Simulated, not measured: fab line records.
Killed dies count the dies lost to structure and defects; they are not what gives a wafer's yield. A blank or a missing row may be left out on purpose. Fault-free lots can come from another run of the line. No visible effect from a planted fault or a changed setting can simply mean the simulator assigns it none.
Split-lot experiment | flow n5Finfet | 21 wafers read from 7 lots, route of 1938 steps

ABOUT THE SPLIT
At N5_BEOL_M12_TRENCH_ETCH_34 (etches SiOC in C4F8/O2/Ar, target depth 318.95 nm, time 125.5 s), the setting timeS was moved away from the recipe's 125.5 s on 10 of the 21 wafers read, by -18.9% to +20.0%. All remaining wafers had this setting at the recipe value.

FROM THE SPLIT TO THE READING: what the file shows between them, 8 steps
- N5_BEOL_M12_STRIP_70: strips in C4F8/O2/Ar
- N5_BEOL_M12_OCD_MEAS_35
- N5_BEOL_M12_SPUTTER_45: material Cu, target thk 80 nm, time 13.33 s (also split here: timeS)
- N5_BEOL_M12_ECD_47: material Cu, target thk 720 nm
- N5_BEOL_M12_ANNEAL_48: time 90 s
- N5_BEOL_M12_CMP_49: polishes, stops on SiOC, t overpolish 20.6 s, target thk 320 nm
- N5_BEOL_M12_PRE_CLEAN_52: time 15 s
- N5_BEOL_M12_DEP_53: deposits SiCN from 3MS/NH3, target thk 30 nm, time 10.5 s

THE READING
M12_RS in ohm/sq, measured at N5_BEOL_M12_RS_MEAS_54 by four-point-probe. Typical for fault-free wafers on this fab line: 0.0597 ohm/sq, with standard deviation 0.0011 ohm/sq.

wafer  | tool, chamber at the split | timeS as run, s | against the recipe | M12_RS, ohm/sq | against lot-mates on the recipe
L079.2 | rieDiel-02, 3              | 138.1           | +10.0%             | 0.0564         | -0.0038
L079.4 | rieDiel-02, 2              | 138.1           | +10.0%             | 0.0545         | -0.0057
L079.5 | rieDiel-02, 0              | 125.5           | recipe             | 0.0602         | -
L082.1 | rieDiel-01, 3              | 125.5           | recipe             | 0.0600         | -
L082.2 | rieDiel-01, 0              | 125.5           | recipe             | 0.0621         | -
L082.6 | rieDiel-01, 1              | 125.5           | recipe             | 0.0585         | -
L084.2 | rieDiel-02, 3              | 125.5           | recipe             | 0.0594         | -
L084.4 | rieDiel-02, 1              | 101.8           | -18.9%             | 0.0741         | +0.0147
L084.6 | rieDiel-02, 1              | 101.8           | -18.9%             | 0.0735         | +0.0141
L086.3 | rieDiel-01, 3              | 150.6           | +20.0%             | 0.0489         | -0.0100
L086.5 | rieDiel-01, 1              | 125.5           | recipe             | 0.0583         | -
L086.6 | rieDiel-01, 3              | 125.5           | recipe             | 0.0594         | -
L087.1 | rieDiel-01, 2              | 108.4           | -13.6%             | 0.0705         | no lot-mate on the recipe
L087.2 | rieDiel-01, 3              | 108.4           | -13.6%             | 0.0704         | no lot-mate on the recipe
L087.5 | rieDiel-01, 2              | 108.4           | -13.6%             | 0.0702         | no lot-mate on the recipe
L088.1 | rieDiel-04, 1              | 125.5           | recipe             | 0.0622         | -
L088.3 | rieDiel-04, 2              | 125.5           | recipe             | 0.0600         | -
L088.5 | rieDiel-04, 0              | 125.5           | recipe             | 0.0598         | -
L091.2 | rieDiel-01, 0              | 102             | -18.7%             | 0.0733         | +0.0126
L091.5 | rieDiel-01, 2              | 125.5           | recipe             | 0.0607         | -
L091.6 | rieDiel-01, 1              | 102             | -18.7%             | 0.0729         | +0.0122

FIT RESULTS
A straight line over all 21 wafers: M12_RS changes by -0.000658 ohm/sq for each +1% of timeS; r = -0.99; the points scatter about the line by 0.0013 ohm/sq.
The same after taking each lot's own level away (the mean of its wafers on the recipe; 18 wafers): -0.000635 ohm/sq for each +1%; r = -0.98; scatter 0.0014 ohm/sq.
That fit puts the effect of the largest move of timeS on the reading at 0.013 ohm/sq.
Measured against the standard deviation above, the lots' own levels, which go from 0.05885 to 0.06070 ohm/sq, span 1.7 times it.
The two slopes agree, so the slope changes little with the lot-to-lot level.
Check: -0.0129 ohm/sq against its lot-mates is what the line predicts for one of the wafers moved furthest among these (+20.0%) when that wafer is left out of the fit. Against them it came out at -0.00995 ohm/sq.

OTHER SPLITS ON THESE WAFERS
These wafers also went through other splits before the reading. Each is held against what the fit with the lots' levels taken away leaves over:
other split on the same wafers | wafers away from the commonest value | r with M12_RS (lot level and that fit taken away)
N5_BEOL_M11_COAT_59 spinRpm    | 3                                    | -0.09
N5_BEOL_M12_ILD_DEP_00 timeS   | 9                                    | -0.17
N5_BEOL_M12_SPUTTER_45 timeS   | 9                                    | -0.31

THE WHOLE CHAIN: every reading that the file lists as answering this split, in the file's order
step                       | what it does                                                    | reading                                                                      | change (the file's fit)               | r (the file's)
N5_BEOL_M12_TRENCH_ETCH_34 | etches SiOC in C4F8/O2/Ar, target depth 318.95 nm, time 125.5 s | etch.depthNm (the simulator's own value, which no gauge read)                | +2.99 nm for each +1% of the setting  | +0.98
N5_BEOL_M12_OCD_MEAS_35    |                                                                 | trenchDepthNm                                                                | +3 nm for each +1% of the setting     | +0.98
N5_BEOL_M12_CMP_49         | polishes, stops on SiOC, t overpolish 20.6 s, target thk 320 nm | Cu_of_BEOL_M12_ECD_47.thkNm (the simulator's own value, which no gauge read) | +3.15 nm for each +1% of the setting  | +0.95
N5_BEOL_M12_RS_MEAS_54     | measures by four-point-probe                                    | M12_RS                                                                       | -0.000621 for each +1% of the setting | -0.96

FILE'S OWN FIT
M12_RS changes by -0.000621 ohm/sq for each +1% of timeS, r = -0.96.
